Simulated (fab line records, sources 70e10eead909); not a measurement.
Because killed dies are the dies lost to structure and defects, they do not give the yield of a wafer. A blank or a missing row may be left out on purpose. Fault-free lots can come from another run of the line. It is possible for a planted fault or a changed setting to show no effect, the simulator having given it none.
Chamber matching :: flow nandHarc :: NHARC_P_GATE_DESCUM_93 on rieDiel-03: 4 sister chambers
The step chemistry O2, time 3 s. 24 wafers are shown with their chamber, then 12 later ones without.

## WAFERS, EACH WITH ITS CHAMBER
wafer: L074.1
chamber: 2
drypumpMotorCurrentA (A): 5.8
oesProductAu (a.u.): 1.014
rfVppV (V): 59.0

wafer: L074.3
chamber: 1
drypumpMotorCurrentA (A): 5.7
oesProductAu (a.u.): 1.003
rfVppV (V): 58.7

wafer: L074.5
chamber: 2
drypumpMotorCurrentA (A): 5.8
oesProductAu (a.u.): 1.017
rfVppV (V): 57.9

wafer: L076.1
chamber: 3
drypumpMotorCurrentA (A): 5.9
oesProductAu (a.u.): 0.999
rfVppV (V): 59.1

wafer: L076.4
chamber: 2
drypumpMotorCurrentA (A): 5.7
oesProductAu (a.u.): 1.003
rfVppV (V): 58.7

wafer: L076.6
chamber: 1
drypumpMotorCurrentA (A): 5.7
oesProductAu (a.u.): 0.981
rfVppV (V): 58.0

wafer: L078.3
chamber: 1
drypumpMotorCurrentA (A): 5.7
oesProductAu (a.u.): 0.992
rfVppV (V): 57.9

wafer: L078.4
chamber: 2
drypumpMotorCurrentA (A): 5.7
oesProductAu (a.u.): 1.009
rfVppV (V): 58.1

wafer: L078.6
chamber: 2
drypumpMotorCurrentA (A): 5.8
oesProductAu (a.u.): 1.002
rfVppV (V): 55.9

wafer: L079.2
chamber: 2
drypumpMotorCurrentA (A): 5.7
oesProductAu (a.u.): 1.017
rfVppV (V): 58.1

wafer: L079.3
chamber: 3
drypumpMotorCurrentA (A): 5.9
oesProductAu (a.u.): 1.015
rfVppV (V): 58.2

wafer: L079.6
chamber: 3
drypumpMotorCurrentA (A): 5.9
oesProductAu (a.u.): 1.018
rfVppV (V): 58.8

wafer: L079.1
chamber: 0
drypumpMotorCurrentA (A): 5.9
oesProductAu (a.u.): 1.011
rfVppV (V): 57.8

wafer: L079.4
chamber: 2
drypumpMotorCurrentA (A): 5.7
oesProductAu (a.u.): 1.010
rfVppV (V): 59.0

wafer: L079.5
chamber: 0
drypumpMotorCurrentA (A): 5.9
oesProductAu (a.u.): 1.019
rfVppV (V): 56.6

wafer: L081.3
chamber: 2
drypumpMotorCurrentA (A): 5.7
oesProductAu (a.u.): 1.006
rfVppV (V): 57.7

wafer: L081.4
chamber: 1
drypumpMotorCurrentA (A): 5.7
oesProductAu (a.u.): 0.993
rfVppV (V): 58.0

wafer: L081.5
chamber: 0
drypumpMotorCurrentA (A): 5.8
oesProductAu (a.u.): 1.004
rfVppV (V): 58.8

wafer: L082.3
chamber: 0
drypumpMotorCurrentA (A): 5.9
oesProductAu (a.u.): 0.997
rfVppV (V): 57.7

wafer: L082.5
chamber: 1
drypumpMotorCurrentA (A): 5.7
oesProductAu (a.u.): 0.986
rfVppV (V): 58.4

wafer: L082.6
chamber: 0
drypumpMotorCurrentA (A): 5.9
oesProductAu (a.u.): 0.994
rfVppV (V): 59.0

wafer: L088.1
chamber: 1
drypumpMotorCurrentA (A): 5.8
oesProductAu (a.u.): 0.985
rfVppV (V): 57.2

wafer: L088.2
chamber: 0
drypumpMotorCurrentA (A): 5.8
oesProductAu (a.u.): 1.009
rfVppV (V): 56.7

wafer: L088.5
chamber: 0
drypumpMotorCurrentA (A): 5.8
oesProductAu (a.u.): 1.013
rfVppV (V): 57.6

SIGNATURES (averages over the wafers above)
reading: drypumpMotorCurrentA
chamber 0: 5.857
chamber 1: 5.717
chamber 2: 5.737
chamber 3: 5.900
scatter within a chamber: 0.047

reading: oesProductAu
chamber 0: 1.00671
chamber 1: 0.99000
chamber 2: 1.00975
chamber 3: 1.01067
scatter within a chamber: 0.00785

reading: rfVppV
chamber 0: 57.743
chamber 1: 58.033
chamber 2: 58.050
chamber 3: 58.700
scatter within a chamber: 0.832
Rule: a wafer's distance from a chamber is the root of the sum, over the readings, of the square of ((its reading less the chamber's mean) divided by the reading's scatter). If the next closest chamber is less than 2 further off than the closest, the wafer can't be placed; otherwise it belongs to the closest. How the scatter is found: for the shown wafers, subtract from each reading the mean of its chamber, square and add these, divide the total by (wafers less chambers), then take the root.

## WAFERS WHOSE CHAMBER IS MISSING
wafer: L088.3
drypumpMotorCurrentA (A): 5.7
oesProductAu (a.u.): 1.000
rfVppV (V): 54.7

wafer: L088.4
drypumpMotorCurrentA (A): 5.9
oesProductAu (a.u.): 1.013
rfVppV (V): 59.0

wafer: L088.6
drypumpMotorCurrentA (A): 5.8
oesProductAu (a.u.): 0.995
rfVppV (V): 57.7

wafer: L089.3
drypumpMotorCurrentA (A): 5.7
oesProductAu (a.u.): 1.004
rfVppV (V): 57.5

wafer: L089.4
drypumpMotorCurrentA (A): 5.9
oesProductAu (a.u.): 1.005
rfVppV (V): 58.7

wafer: L089.5
drypumpMotorCurrentA (A): 6.0
oesProductAu (a.u.): 1.002
rfVppV (V): 58.3

wafer: L093.2
drypumpMotorCurrentA (A): 5.7
oesProductAu (a.u.): 1.000
rfVppV (V): 58.2

wafer: L093.3
drypumpMotorCurrentA (A): 5.9
oesProductAu (a.u.): 1.015
rfVppV (V): 57.9

wafer: L093.4
drypumpMotorCurrentA (A): 5.7
oesProductAu (a.u.): 0.991
rfVppV (V): 57.9

wafer: L093.1
drypumpMotorCurrentA (A): 5.9
oesProductAu (a.u.): 1.017
rfVppV (V): 58.2

wafer: L093.5
drypumpMotorCurrentA (A): 5.9
oesProductAu (a.u.): 1.015
rfVppV (V): 57.2

wafer: L093.6
drypumpMotorCurrentA (A): 5.8
oesProductAu (a.u.): 0.995
rfVppV (V): 58.6

## THE CHAMBER EACH PASSED THROUGH
wafer: L088.3
from the rows above: can't be placed: 1 or 2 or 0
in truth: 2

wafer: L088.4
from the rows above: can't be placed: 3 or 0
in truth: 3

wafer: L088.6
from the rows above: can't be placed: 0 or 1 or 2 or 3
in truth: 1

wafer: L089.3
from the rows above: can't be placed: 2 or 1
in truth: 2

wafer: L089.4
from the rows above: can't be placed: 3 or 0
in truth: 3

wafer: L089.5
from the rows above: can't be placed: 3 or 0
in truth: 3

wafer: L093.2
from the rows above: can't be placed: 1 or 2
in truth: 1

wafer: L093.3
from the rows above: can't be placed: 3 or 0
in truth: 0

wafer: L093.4
from the rows above: 1
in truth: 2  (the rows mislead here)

wafer: L093.1
from the rows above: can't be placed: 3 or 0
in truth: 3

wafer: L093.5
from the rows above: can't be placed: 0 or 3
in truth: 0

wafer: L093.6
from the rows above: can't be placed: 1 or 0 or 2 or 3
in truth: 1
Placed correctly: 0 of 12. Not placeable from these rows: 11 (in 11, the candidates include the true chamber). Number placed wrongly: 1.
